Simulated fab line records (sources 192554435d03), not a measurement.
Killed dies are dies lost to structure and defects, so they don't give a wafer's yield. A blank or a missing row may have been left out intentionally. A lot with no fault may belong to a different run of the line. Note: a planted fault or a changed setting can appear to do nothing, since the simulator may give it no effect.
Matching of chambers | flow n5 finfet | rie diel-06 running N5_BEOL_M9_DESCUM_16: 4 sister chambers
The step chemistry O2, time 7.9 s. 27 wafers are shown with their chamber, then 12 later ones without.

WAFERS PAIRED WITH THEIR CHAMBERS
wafer  | chamber | drypump motor current A (A) | oes product au (a.u.) | throttle valve pct (%)
L075.3 | 2       | 5.1                         | 0.87                  | 20.51
L075.4 | 1       | 5.9                         | 0.70                  | 20.80
L075.6 | 0       | 5.3                         | 0.75                  | 20.57
L079.2 | 2       | 5.0                         | 0.86                  | 20.52
L079.3 | 0       | 5.4                         | 0.74                  | 20.59
L079.6 | 2       | 5.0                         | 0.85                  | 20.54
L080.2 | 1       | 6.0                         | 0.69                  | 20.83
L080.3 | 2       | 5.0                         | 0.86                  | 20.53
L080.6 | 1       | 6.0                         | 0.69                  | 20.84
L082.1 | 1       | 5.9                         | 0.69                  | 20.83
L082.3 | 2       | 5.0                         | 0.84                  | 20.55
L082.4 | 3       | 4.9                         | 0.69                  | 20.95
L086.2 | 1       | 6.0                         | 0.68                  | 20.85
L086.4 | 0       | 5.3                         | 0.73                  | 20.61
L086.6 | 1       | 5.9                         | 0.68                  | 20.84
L085.1 | 2       | 5.1                         | 0.83                  | 20.56
L085.3 | 1       | 5.9                         | 0.68                  | 20.85
L085.4 | 1       | 6.0                         | 0.68                  | 20.86
L089.3 | 3       | 4.9                         | 1.01                  | 20.61
L089.4 | 0       | 5.3                         | 0.73                  | 20.61
L089.6 | 3       | 4.9                         | 1.00                  | 20.61
L091.1 | 2       | 5.0                         | 0.82                  | 20.58
L091.2 | 3       | 4.9                         | 1.00                  | 20.62
L091.6 | 3       | 4.9                         | 0.99                  | 20.62
L090.2 | 2       | 5.0                         | 0.83                  | 20.58
L090.4 | 3       | 4.9                         | 1.01                  | 20.62
L090.5 | 0       | 5.4                         | 0.73                  | 20.60

SIGNATURES (means of the wafers above)
reading                 | chamber 0 | chamber 1 | chamber 2 | chamber 3 | scatter within a chamber
drypump motor current A | 5.340     | 5.950     | 5.025     | 4.900     | 0.0452
oes product au          | 0.7360    | 0.6863    | 0.8450    | 0.9500    | 0.0605
throttle valve pct      | 20.5960   | 20.8375   | 20.5463   | 20.6717   | 0.0664
Rule: a wafer's distance from a chamber is the root of the sum, over the readings, of the square of ((its reading less the chamber's mean) divided by the reading's scatter). The wafer belongs to the nearest chamber; if the next one is less than 2 further off, it can't be placed. The scatter: the root of (the sum of the squares of (reading less its chamber's mean) over the shown wafers, divided by (wafers less chambers)).

WAFERS WHOSE CHAMBER IS MISSING
wafer  | drypump motor current A (A) | oes product au (a.u.) | throttle valve pct (%)
L094.2 | 5.1                         | 0.82                  | 20.57
L094.3 | 5.3                         | 0.71                  | 20.61
L094.5 | 5.0                         | 0.82                  | 20.58
L095.4 | 6.0                         | 0.93                  | 20.47
L095.5 | 6.0                         | 0.94                  | 20.45
L095.6 | 5.3                         | 0.70                  | 20.65
L096.4 | 5.3                         | 0.71                  | 20.63
L096.5 | 6.0                         | 0.93                  | 20.47
L096.6 | 5.0                         | 0.81                  | 20.61
L097.1 | 5.3                         | 0.71                  | 20.65
L097.4 | 5.0                         | 0.79                  | 20.60
L097.5 | 5.4                         | 0.71                  | 20.65

EACH ONE'S CHAMBER
wafer  | from the rows above | in truth
L094.2 | 2                   | 2
L094.3 | 0                   | 0
L094.5 | 2                   | 2
L095.4 | 1                   | 1
L095.5 | 1                   | 1
L095.6 | 0                   | 0
L096.4 | 0                   | 0
L096.5 | 1                   | 1
L096.6 | 2                   | 2
L097.1 | 0                   | 0
L097.4 | 2                   | 2
L097.5 | 0                   | 0
Correctly placed: 12 of 12. Not placeable from these rows: 0. Number placed wrongly: 0.
